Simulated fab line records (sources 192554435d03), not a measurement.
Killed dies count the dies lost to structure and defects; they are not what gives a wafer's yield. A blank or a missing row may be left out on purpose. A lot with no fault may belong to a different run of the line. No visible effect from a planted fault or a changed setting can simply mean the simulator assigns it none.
Matching of chambers / flow n5-finfet / N5_PASSIVATION_STRIP_48 on rie-diel-02: 4 sister chambers
The step strips in O2. 14 wafers are shown with their chamber, then 7 later ones without.

== WAFERS PAIRED WITH THEIR CHAMBERS ==
wafer=L631.3; chamber=3; showerhead-plenum-p-Torr (Torr)=2.12; drypump-motor-current-A (A)=6.3; throttle-valve-pct (%)=16.66
wafer=L631.4; chamber=1; showerhead-plenum-p-Torr (Torr)=2.23; drypump-motor-current-A (A)=6.2; throttle-valve-pct (%)=16.37
wafer=L631.6; chamber=1; showerhead-plenum-p-Torr (Torr)=2.23; drypump-motor-current-A (A)=6.2; throttle-valve-pct (%)=16.42
wafer=L630.2; chamber=3; showerhead-plenum-p-Torr (Torr)=2.12; drypump-motor-current-A (A)=6.3; throttle-valve-pct (%)=16.59
wafer=L630.4; chamber=2; showerhead-plenum-p-Torr (Torr)=2.19; drypump-motor-current-A (A)=6.0; throttle-valve-pct (%)=16.61
wafer=L630.5; chamber=3; showerhead-plenum-p-Torr (Torr)=2.12; drypump-motor-current-A (A)=6.4; throttle-valve-pct (%)=16.70
wafer=L632.2; chamber=0; showerhead-plenum-p-Torr (Torr)=1.99; drypump-motor-current-A (A)=6.3; throttle-valve-pct (%)=16.91
wafer=L632.4; chamber=1; showerhead-plenum-p-Torr (Torr)=2.23; drypump-motor-current-A (A)=6.2; throttle-valve-pct (%)=16.41
wafer=L632.5; chamber=0; showerhead-plenum-p-Torr (Torr)=1.99; drypump-motor-current-A (A)=6.4; throttle-valve-pct (%)=16.86
wafer=L636.2; chamber=2; showerhead-plenum-p-Torr (Torr)=2.18; drypump-motor-current-A (A)=6.0; throttle-valve-pct (%)=16.63
wafer=L636.3; chamber=0; showerhead-plenum-p-Torr (Torr)=1.99; drypump-motor-current-A (A)=6.4; throttle-valve-pct (%)=16.90
wafer=L636.5; chamber=2; showerhead-plenum-p-Torr (Torr)=2.18; drypump-motor-current-A (A)=6.0; throttle-valve-pct (%)=16.68
wafer=L639.1; chamber=2; showerhead-plenum-p-Torr (Torr)=2.18; drypump-motor-current-A (A)=6.0; throttle-valve-pct (%)=16.66
wafer=L639.2; chamber=0; showerhead-plenum-p-Torr (Torr)=1.99; drypump-motor-current-A (A)=6.4; throttle-valve-pct (%)=16.89

SIGNATURES (means of the wafers above)
reading=showerhead-plenum-p-Torr; chamber 0=1.9900; chamber 1=2.2300; chamber 2=2.1825; chamber 3=2.1200; scatter within a chamber=0.00274
reading=drypump-motor-current-A; chamber 0=6.375; chamber 1=6.200; chamber 2=6.000; chamber 3=6.333; scatter within a chamber=0.0376
reading=throttle-valve-pct; chamber 0=16.8900; chamber 1=16.4000; chamber 2=16.6450; chamber 3=16.6500; scatter within a chamber=0.0345
Rule: a wafer's distance from a chamber is the root of the sum, over the readings, of the square of ((its reading less the chamber's mean) divided by the reading's scatter). If the next closest chamber is less than 2 further off than the closest, the wafer can't be placed; otherwise it belongs to the closest. The scatter: take each reading less its chamber's mean, square it, sum over the shown wafers, divide by the number of wafers less the number of chambers, and take the root.

== WAFERS WHOSE CHAMBER IS MISSING ==
wafer=L639.4; showerhead-plenum-p-Torr (Torr)=2.23; drypump-motor-current-A (A)=6.2; throttle-valve-pct (%)=16.49
wafer=L644.3; showerhead-plenum-p-Torr (Torr)=2.10; drypump-motor-current-A (A)=6.4; throttle-valve-pct (%)=16.78
wafer=L644.5; showerhead-plenum-p-Torr (Torr)=2.09; drypump-motor-current-A (A)=6.3; throttle-valve-pct (%)=16.72
wafer=L644.6; showerhead-plenum-p-Torr (Torr)=1.97; drypump-motor-current-A (A)=6.4; throttle-valve-pct (%)=16.49
wafer=L646.1; showerhead-plenum-p-Torr (Torr)=2.10; drypump-motor-current-A (A)=6.3; throttle-valve-pct (%)=16.71
wafer=L646.2; showerhead-plenum-p-Torr (Torr)=2.21; drypump-motor-current-A (A)=6.2; throttle-valve-pct (%)=16.49
wafer=L646.3; showerhead-plenum-p-Torr (Torr)=2.17; drypump-motor-current-A (A)=6.0; throttle-valve-pct (%)=16.70

== WHICH CHAMBER EACH ONE RAN IN ==
wafer=L639.4; from the rows above=1; in truth=1
wafer=L644.3; from the rows above=3; in truth=3
wafer=L644.5; from the rows above=3; in truth=3
wafer=L644.6; from the rows above=0; in truth=0
wafer=L646.1; from the rows above=3; in truth=3
wafer=L646.2; from the rows above=1; in truth=1
wafer=L646.3; from the rows above=2; in truth=2
Correct placement for 7 of the 7. Number that these rows cannot place: 0. Number placed wrongly: 0.
